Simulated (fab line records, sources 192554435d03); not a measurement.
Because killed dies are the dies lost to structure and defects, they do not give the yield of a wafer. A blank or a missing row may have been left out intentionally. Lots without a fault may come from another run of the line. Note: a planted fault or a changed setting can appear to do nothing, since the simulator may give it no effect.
A sampling plan put to the test	flow n5Finfet	18 faults told of in these records, all on one fab line, each judged by the records of the lots it struck
The plan is the line's own looks: the steps of the route at which a gauge or an inspection reads the wafer and doesn't change it. Where struck wafers have a number at a look and the file lists that look's usual mean and standard deviation on fault-free wafers, the look can be judged. Caught: at a look after the fault's first step, the mean of the struck wafers lies 4 or more of those standard deviations (sigma) from the usual mean. On the tool: here the same test is run on the tool's own readings at the fault's steps. Also counted as caught: the struck wafers showing another recipe, or a record that is empty for them alone.

THE FAULTS, as the simulator had put them in
1. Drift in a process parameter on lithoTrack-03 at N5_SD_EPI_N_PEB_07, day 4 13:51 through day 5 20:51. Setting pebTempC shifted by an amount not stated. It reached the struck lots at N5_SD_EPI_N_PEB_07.
2. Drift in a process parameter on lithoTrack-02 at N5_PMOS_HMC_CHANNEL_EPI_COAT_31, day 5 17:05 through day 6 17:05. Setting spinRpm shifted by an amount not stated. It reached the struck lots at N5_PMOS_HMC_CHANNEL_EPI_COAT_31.
3. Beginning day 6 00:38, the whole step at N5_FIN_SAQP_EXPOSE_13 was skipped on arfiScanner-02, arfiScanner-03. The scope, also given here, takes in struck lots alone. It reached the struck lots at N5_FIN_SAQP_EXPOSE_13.
4. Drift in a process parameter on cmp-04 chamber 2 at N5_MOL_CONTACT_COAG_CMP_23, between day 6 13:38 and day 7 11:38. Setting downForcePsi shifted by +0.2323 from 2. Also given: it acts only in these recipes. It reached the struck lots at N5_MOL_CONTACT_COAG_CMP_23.
5. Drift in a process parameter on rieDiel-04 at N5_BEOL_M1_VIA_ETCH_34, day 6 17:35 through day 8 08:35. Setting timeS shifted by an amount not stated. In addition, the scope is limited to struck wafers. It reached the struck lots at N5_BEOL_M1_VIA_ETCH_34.
6. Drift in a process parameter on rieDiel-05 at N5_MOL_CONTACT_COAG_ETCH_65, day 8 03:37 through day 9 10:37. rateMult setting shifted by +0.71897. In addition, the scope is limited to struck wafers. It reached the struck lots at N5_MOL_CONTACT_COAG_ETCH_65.
7. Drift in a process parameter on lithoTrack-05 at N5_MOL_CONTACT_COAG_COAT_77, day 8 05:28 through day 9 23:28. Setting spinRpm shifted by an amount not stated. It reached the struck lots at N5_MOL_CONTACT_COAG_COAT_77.
8. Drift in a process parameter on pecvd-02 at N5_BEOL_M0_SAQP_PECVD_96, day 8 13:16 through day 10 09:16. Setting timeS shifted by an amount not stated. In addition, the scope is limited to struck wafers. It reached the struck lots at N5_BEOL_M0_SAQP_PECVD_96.
9. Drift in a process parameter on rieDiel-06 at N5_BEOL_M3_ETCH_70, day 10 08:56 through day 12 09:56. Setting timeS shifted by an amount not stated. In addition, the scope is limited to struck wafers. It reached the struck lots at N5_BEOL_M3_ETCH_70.
10. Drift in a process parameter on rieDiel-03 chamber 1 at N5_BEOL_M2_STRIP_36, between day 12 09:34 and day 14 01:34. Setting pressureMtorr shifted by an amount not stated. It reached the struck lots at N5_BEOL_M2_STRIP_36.
11. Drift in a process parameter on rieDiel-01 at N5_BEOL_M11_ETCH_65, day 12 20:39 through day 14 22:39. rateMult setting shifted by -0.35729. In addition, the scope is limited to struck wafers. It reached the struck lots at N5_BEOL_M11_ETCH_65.
12. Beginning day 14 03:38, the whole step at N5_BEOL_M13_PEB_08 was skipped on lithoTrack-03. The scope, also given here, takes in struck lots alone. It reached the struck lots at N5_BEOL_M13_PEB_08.
13. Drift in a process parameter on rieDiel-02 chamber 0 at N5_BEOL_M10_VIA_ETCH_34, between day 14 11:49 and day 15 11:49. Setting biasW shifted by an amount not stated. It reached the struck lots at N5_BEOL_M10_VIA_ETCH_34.
14. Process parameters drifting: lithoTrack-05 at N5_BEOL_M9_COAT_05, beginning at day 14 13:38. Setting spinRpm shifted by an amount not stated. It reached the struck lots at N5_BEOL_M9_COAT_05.
15. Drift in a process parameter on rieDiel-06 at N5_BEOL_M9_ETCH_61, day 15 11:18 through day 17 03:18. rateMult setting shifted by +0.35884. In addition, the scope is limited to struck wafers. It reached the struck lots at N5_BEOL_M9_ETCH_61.
16. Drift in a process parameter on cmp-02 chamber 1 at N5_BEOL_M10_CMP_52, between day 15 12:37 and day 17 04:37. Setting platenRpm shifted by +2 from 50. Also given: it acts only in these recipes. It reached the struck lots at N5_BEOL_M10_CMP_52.
17. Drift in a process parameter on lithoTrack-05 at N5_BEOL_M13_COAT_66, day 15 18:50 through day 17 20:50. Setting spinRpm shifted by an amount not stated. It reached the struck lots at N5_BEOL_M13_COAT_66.
18. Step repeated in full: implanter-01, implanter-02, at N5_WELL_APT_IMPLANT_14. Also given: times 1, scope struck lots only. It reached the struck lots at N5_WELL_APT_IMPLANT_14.

WHAT THE PLAN SAW
fault	on the tool itself	first look that catches it	reading, sigma	median hours from its first step to that look	hours from the fault's start to the first struck lot there	judged looks passed uncaught
1	plateTempC +5.3 sigma	not the one look that can be judged after it	-	-	-	1
2	spinSpeedRpm +35 sigma	not the one look that can be judged after it	-	-	-	1
3	no reading that can be judged	no look after it can be judged	-	-	-	0
4	headPressurePsi +50 sigma	not the one look that can be judged after it	-	-	-	1
5	runLengthS -39 sigma	not the one look that can be judged after it	-	-	-	1
6	etchRfOnTimeS -9.7 sigma	not the one look that can be judged after it	-	-	-	1
7	spinSpeedRpm +36 sigma	none of the 2 looks that can be judged after it	-	-	-	2
8	only faintly: runLengthS -2.5 sigma	not the one look that can be judged after it	-	-	-	1
9	runLengthS +99 or beyond sigma	not the one look that can be judged after it	-	-	-	1
10	chamberPressureMTorr -99 or beyond sigma	not the one look that can be judged after it	-	-	-	1
11	etchRfOnTimeS +12 sigma	no look after it can be judged	-	-	-	0
12	the tool's record is blank for the struck wafers	no look after it can be judged	-	-	-	0
13	biasW -66 sigma	no look after it can be judged	-	-	-	0
14	spinSpeedRpm +70 sigma	not the one look that can be judged after it	-	-	-	1
15	etchRfOnTimeS -7.8 sigma	no look after it can be judged	-	-	-	0
16	platenRpm +65 sigma	no look after it can be judged	-	-	-	0
17	spinSpeedRpm +99 or beyond sigma	no look after it can be judged	-	-	-	0
18	no reading that can be judged	not the one look that can be judged after it	-	-	-	1
A dash: the fault isn't caught, or these records don't give the number.

Caught at a look: 0 of 18. Caught on the tool: 15 of 18. By one or the other: 15 of 18.
On the tool alone, faults 1, 2, 4, 5, 6, 7, 9, 10, 11, 12, 13, 14, 15, 16, 17 were caught.
Caught by neither: faults 3, 8, 18.
